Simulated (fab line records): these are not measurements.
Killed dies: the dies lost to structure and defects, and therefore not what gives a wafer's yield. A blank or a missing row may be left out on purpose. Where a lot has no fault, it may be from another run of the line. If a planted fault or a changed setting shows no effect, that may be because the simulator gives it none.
Check for tools in common    flow nand_harc    12 lots, 36 wafers sampled

WHAT PROMPTED THE OPENING
Flagged at NHARC_P_GATE_CD_MEAS_59: reading cd_nm, on 1 of 12 lots. No-fault wafers: 720.9 nm, standard deviation 2.
Rule: flag the lot when none of its wafers has a number, or when each of its wafers that has one lies beyond 4 standard deviations from that mean. The rest of the lots are taken to be sound.

lot   measured      on         cd_nm (nm), wafer by wafer  flag
L923  day 5 04:58   cd_sem-01  721.1 721.1 721.8           
L925  day 6 03:13   cd_sem-03  722.5 720.1 720.0           
L928  day 6 12:52   cd_sem-01  722.1 721.3 720.6           
L926  day 6 14:58   cd_sem-01  718.8 721.2 719.7           
L927  day 6 15:30   cd_sem-02  722.3 722.2 721.0           
L930  day 7 06:56   cd_sem-02  721.5 722.4 722.8           
L931  day 7 19:14   cd_sem-03  723.2 717.6 721.4           
L935  day 9 03:55   cd_sem-03  777.5 777.8 779.0           FLAGGED
L943  day 10 07:16  cd_sem-02  721.0 722.1 722.6           
L944  day 10 12:56  cd_sem-01  719.1 718.5 718.4           
L945  day 10 13:57  cd_sem-01  720.5 725.3 720.3           
L946  day 10 23:56  cd_sem-01  721.4 720.6 717.6           
The numbers of the flagged lots are 778.1 nm on average: +57.2 nm against the usual, or +29 standard deviations.

TOOL THAT RAN EACH LOT
The record holds 2 process steps before the reading, out of a route of 1159 steps. Read each cell as the tool, then ch plus the chambers that the sampled wafers visited, then the start.
lot   flag     NHARC_P_GATE_ETCHBACK_37                       NHARC_P_GATE_EXPOSE_56
L923           rie_diel-11 ch 0,2,3, day 5 04:48 or earlier   krf_scanner-03 ch 0, day 5 04:48
L925           rie_diel-11 ch 0,1,3, day 6 03:04 or earlier   krf_scanner-02 ch 0, day 6 03:04
L928           rie_diel-13 ch 0,1,2, day 6 12:43 or earlier   krf_scanner-03 ch 0, day 6 12:43
L926           rie_diel-11 ch 0,2,3, day 6 14:49 or earlier   krf_scanner-03 ch 0, day 6 14:49
L927           rie_diel-11 ch 0,3, day 6 15:20 or earlier     krf_scanner-01 ch 0, day 6 15:20
L930           rie_diel-13 ch 0,1,3, day 7 06:47 or earlier   krf_scanner-01 ch 0, day 7 06:47
L931           rie_diel-13 ch 1,3, day 7 19:05 or earlier     krf_scanner-01 ch 0, day 7 19:05
L935  FLAGGED  rie_diel-08 ch 2,3, day 9 03:46 or earlier     krf_scanner-03 ch 0, day 9 03:46
L943           rie_diel-13 ch 1,2,3, day 10 07:07 or earlier  krf_scanner-03 ch 0, day 10 07:07
L944           rie_diel-13 ch 2,3, day 10 12:46 or earlier    krf_scanner-01 ch 0, day 10 12:46
L945           rie_diel-13 ch 0,1,3, day 10 13:47 or earlier  krf_scanner-03 ch 0, day 10 13:47
L946           rie_diel-13 ch 1,3, day 10 23:47 or earlier    krf_scanner-01 ch 0, day 10 23:47
These steps, and what they do:
- NHARC_P_GATE_ETCHBACK_37: etches the open film in CHF3/O2, target depth 34.5 nm, time 17.2 s.
- NHARC_P_GATE_EXPOSE_56: exposes mask P PSD, target cd 720 nm.
- NHARC_P_GATE_CD_MEAS_59: target cd 720 nm.

FLAGGED AGAINST TOTAL, ONE TOOL AT A TIME (gauges that did the reading follow at the end)
step                      tool            lots run  flagged  share of the flagged lots  sound lots run after its first flagged lot
NHARC_P_GATE_ETCHBACK_37  rie_diel-08     1         1        all                        0
NHARC_P_GATE_ETCHBACK_37  rie_diel-11     4         0        none                       -
NHARC_P_GATE_ETCHBACK_37  rie_diel-13     7         0        none                       -
NHARC_P_GATE_EXPOSE_56    krf_scanner-01  5         0        none                       -
NHARC_P_GATE_EXPOSE_56    krf_scanner-02  1         0        none                       -
NHARC_P_GATE_EXPOSE_56    krf_scanner-03  6         1        all                        2 (L943,L945)
NHARC_P_GATE_CD_MEAS_59   cd_sem-01       6         0        none                       -
NHARC_P_GATE_CD_MEAS_59   cd_sem-02       3         0        none                       -
NHARC_P_GATE_CD_MEAS_59   cd_sem-03       3         1        all                        0
With no start given for some of its lots, NHARC_P_GATE_ETCHBACK_37 uses the hours and lot order of NHARC_P_GATE_EXPOSE_56.

THE TABLE: WHAT IT ALLOWS
In the table, 3 rows ran each flagged lot (rie_diel-08 at NHARC_P_GATE_ETCHBACK_37; krf_scanner-03 at NHARC_P_GATE_EXPOSE_56; cd_sem-03 at NHARC_P_GATE_CD_MEAS_59).
- rie_diel-08 at NHARC_P_GATE_ETCHBACK_37: 1 of its 1 lot flagged. The start can't be narrowed down: in this sample, it ran no sound lot prior to its first flagged lot.
- krf_scanner-03 at NHARC_P_GATE_EXPOSE_56: 1 of its 6 lots flagged. Sound lots followed the first flagged one (L943, L945) on it, something a lasting fault affecting the whole tool could not allow.
- cd_sem-03 at NHARC_P_GATE_CD_MEAS_59: 1 of its 3 lots flagged. It ran its last sound lot, L931, at day 7 19:14 and its first flagged lot, L935, at day 9 03:55: a fault with its onset between the two fits.
These 2 tools cannot be told apart by counting lots, since each of them fits a fault that started at some hour. More lots, or a look at what each step does to the wafer, might.

WHAT THE SIMULATOR HAD INSERTED
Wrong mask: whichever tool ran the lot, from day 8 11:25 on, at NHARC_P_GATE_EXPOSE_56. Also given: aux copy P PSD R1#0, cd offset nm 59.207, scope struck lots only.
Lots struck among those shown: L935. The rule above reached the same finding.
